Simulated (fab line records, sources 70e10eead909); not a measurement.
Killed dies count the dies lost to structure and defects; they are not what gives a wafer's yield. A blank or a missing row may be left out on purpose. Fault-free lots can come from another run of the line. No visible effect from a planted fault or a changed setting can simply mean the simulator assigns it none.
A lot that was struck, set against a sound lot	flow nandHarc	13 steps out of a route of 1302
Sound: the wafers L202.1, L202.4, L202.6. Struck: wafer L210.4. The cause comes at the end.
For every step that has rows: the tool of each side, followed by ch and its chambers, followed by its first start. Under that, the readings that differ: sound wafers	struck wafers	difference of the means	sigmas: that difference in standard deviations of wafers without a fault.
alike: readings with means less than 2 such deviations apart, plus words and numbers identical on both sides. not compared: withheld readings, readings lacking a value on some wafer, bounds such as >300 that could conceal the same value, and numbers that have no deviation in the record and whose values overlap.
The two part at a step that has a row with sigmas, a row that says differs or no value, or rows on one side only. When numbers do not overlap yet have no deviation, they are printed without sigmas and do not part them. A reading missing from all wafers of one side parts the sides only when that side holds two or more wafers.

NHARC_A_M1_INSPECT_27:
  struck on defectInspect-01, day 26 18:49; sound on defectInspect-02, day 23 12:32
  alike: rawDefectCount
NHARC_A_M1_PRE_CLEAN_32: time 12 s.
  sound on pecvd-02 ch 0,2, day 23 12:49; struck on pecvd-02 ch 2, day 26 18:56
  alike: heaterPowerW
NHARC_A_M1_DEP_33: deposits SiCN, target thk 30 nm.
  sound on pecvd-02 ch 0,2, day 23 12:55; struck on pecvd-02 ch 2, day 26 19:08
  alike: heaterPowerW
NHARC_A_BONDPAD_DEP_00: deposits SiCN, target thk 250 nm.
  sound on pecvd-03 ch 0,2, day 23 13:26; struck on pecvd-04 ch 1, day 26 19:44
reading	sound	struck	difference	sigmas
heaterPowerW (W)	501 529 523	700	+182	+2
NHARC_A_BONDPAD_CMP_29: polishes SiCN, target thk 200 nm.
  sound on cmp-01 ch 0,1,2, day 23 13:53; struck on cmp-04 ch 1, day 26 19:58
  alike: motorCurrentA
NHARC_A_BONDPAD_THK_MEAS_30: measures by ellipsometry.
  struck on filmMetro-01, day 26 20:11; sound on filmMetro-01, day 23 14:05
  alike: thkNm
then, 5 steps without rows for these wafers: NHARC_A_BONDPAD_SRD_31; NHARC_A_BONDPAD_DEHYDRATE_01 (time 120 s); NHARC_A_BONDPAD_HMDS_02 (time 30 s); NHARC_A_BONDPAD_COAT_33 (time 65 s); NHARC_A_BONDPAD_COAT_03 (resist thk 600 nm).
NHARC_A_BONDPAD_SOFTBAKE_04: time 70 s.
  sound on lithoTrack-07 ch 0, day 23 14:00; struck on lithoTrack-03 ch 0, day 26 20:00
reading	sound	struck	difference	sigmas
heaterPowerTotalW (W)	199.9 200.2 199.3	206.3	+6.5	+5
next, for these wafers, 1 step has no rows: NHARC_A_BONDPAD_EBR_05.

== WHERE THEY PART ==
Earliest at NHARC_A_BONDPAD_DEP_00; latest, in this record, at NHARC_A_BONDPAD_SOFTBAKE_04.

WHY: whatever the simulator had introduced
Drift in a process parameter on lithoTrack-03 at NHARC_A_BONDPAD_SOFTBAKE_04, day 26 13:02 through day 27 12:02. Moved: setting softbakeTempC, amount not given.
